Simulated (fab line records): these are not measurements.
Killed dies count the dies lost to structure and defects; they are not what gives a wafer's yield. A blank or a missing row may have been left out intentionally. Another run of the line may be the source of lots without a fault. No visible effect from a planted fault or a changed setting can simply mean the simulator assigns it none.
Split-lot study + flow n5Finfet + on a route of 1938 steps: 7 lots, 21 wafers read

SPLIT DETAILS
At N5_HKMG_FIN_CVD_62 (deposits a-Si from Si2H6, target thk 3 nm, time 20.8 s), the setting tempC was moved away from the recipe's 500 C on 9 of the 21 wafers read, by -3.4% to +3.3%. The other wafers ran this setting at the recipe's value.

The split's own step is where the reading is taken.

THE READING
a-Si_of_HKMG_FIN_CVD_62.thkNm (the simulator's own value, which no gauge read), in nm, at N5_HKMG_FIN_CVD_62 (deposits a-Si from Si2H6, target thk 3 nm, time 20.8 s). The file gives no usual value for it. Across the 12 wafers here that went through the recipe, the average is 3.0 nm and the standard deviation 0.11 nm.

| wafer  | tool, chamber at the split | tempC as run, C | against the recipe | a-Si_of_HKMG_FIN_CVD_62.thkNm, nm | against lot-mates on the recipe |
|--------|----------------------------|-----------------|--------------------|-----------------------------------|---------------------------------|
| L074.2 | thermalCvdSi-01, 0,2       | 482.8           | -3.4%              | 2                                 | -1.2                            |
| L074.4 | thermalCvdSi-01, 0,2       | 482.8           | -3.4%              | 2                                 | -1.2                            |
| L074.5 | thermalCvdSi-01, 1         | 500             | recipe             | 3.2                               | -                               |
| L076.1 | thermalCvdSi-01, 2,1       | 510.6           | +2.1%              | 4                                 | +1.2                            |
| L076.6 | thermalCvdSi-01, 2,1       | 510.6           | +2.1%              | 4                                 | +1.2                            |
| L076.2 | thermalCvdSi-01, 1         | 500             | recipe             | 2.8                               | -                               |
| L077.2 | thermalCvdSi-02, 2,1,0     | 500             | recipe             | 3                                 | -                               |
| L077.4 | thermalCvdSi-02, 2,1,0     | 500             | recipe             | 3                                 | -                               |
| L077.6 | thermalCvdSi-02, 2,1,0     | 500             | recipe             | 3                                 | -                               |
| L082.2 | thermalCvdSi-01, 0,2       | 512.7           | +2.5%              | 4.4                               | +1.2                            |
| L082.3 | thermalCvdSi-01, 0,2       | 512.7           | +2.5%              | 4.4                               | +1.2                            |
| L082.4 | thermalCvdSi-01, 0         | 500             | recipe             | 3.2                               | -                               |
| L083.1 | thermalCvdSi-02, 2         | 500             | recipe             | 3.2                               | -                               |
| L083.3 | thermalCvdSi-02, 1         | 516.4           | +3.3%              | 4.8                               | +1.7                            |
| L083.4 | thermalCvdSi-02, 0         | 500             | recipe             | 3                                 | -                               |
| L090.1 | thermalCvdSi-01, 0         | 507.1           | +1.4%              | 3.6                               | +0.6                            |
| L090.6 | thermalCvdSi-01, 0         | 507.1           | +1.4%              | 3.6                               | +0.6                            |
| L090.2 | thermalCvdSi-01, 2         | 500             | recipe             | 3                                 | -                               |
| L095.1 | thermalCvdSi-02, 0,1,2     | 500             | recipe             | 3                                 | -                               |
| L095.4 | thermalCvdSi-02, 0,1,2     | 500             | recipe             | 3                                 | -                               |
| L095.6 | thermalCvdSi-02, 0,1,2     | 500             | recipe             | 3                                 | -                               |
When a row names more than one chamber, that row covers several wafers, and the file does not tell which wafer ran in which chamber.

THE FIT
A straight line over all 21 wafers: a-Si_of_HKMG_FIN_CVD_62.thkNm changes by +0.41 nm for each +1% of tempC; r = +0.97; the points scatter about the line by 0.19 nm.
The same after taking each lot's own level away (the mean of its wafers on the recipe; 21 wafers): +0.432 nm for each +1%; r = +0.99; scatter 0.13 nm.
According to that fit, moving tempC by its largest amount changes the reading by 1.5 nm.
The span of the lots' own levels, 2.80 to 3.20 nm, comes to 3.6 times the standard deviation stated above.
So the lot-to-lot level changes the slope little: the two slopes agree.
Check: with one of the wafers moved furthest among these (-3.4%) left out of the fit, the line predicts -1.5 nm for it against its lot-mates. Against them it came out at -1.2 nm.

THE OTHER SPLITS THESE WAFERS WENT THROUGH
Before the reading, these wafers also passed through other splits. Each is held against what the fit with the lots' levels taken away leaves over:
| other split on the same wafers          | wafers away from the commonest value | r with a-Si_of_HKMG_FIN_CVD_62.thkNm (lot level and that fit taken away) |
|-----------------------------------------|--------------------------------------|--------------------------------------------------------------------------|
| N5_WELL_APT_COAT_02 spinRpm             | 3                                    | +0.42                                                                    |
| N5_WELL_APT_EXPOSE_05 doseMj            | 6                                    | -0.19                                                                    |
| N5_PMOS_HMC_CHANNEL_EPI_HM_DEP_34 timeS | 7                                    | +0.16                                                                    |
| N5_DUMMY_GATE_COAT_34 spinRpm           | 7                                    | +0.27                                                                    |
| N5_SD_EPI_P_EPI_21 tempC                | 10                                   | +0.14                                                                    |
| N5_SDB_ETCH_25 timeS                    | 5                                    | +0.34                                                                    |

THE FILE'S OWN FIT
a-Si_of_HKMG_FIN_CVD_62.thkNm changes by +0.454 nm for each +1% of tempC, r = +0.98.
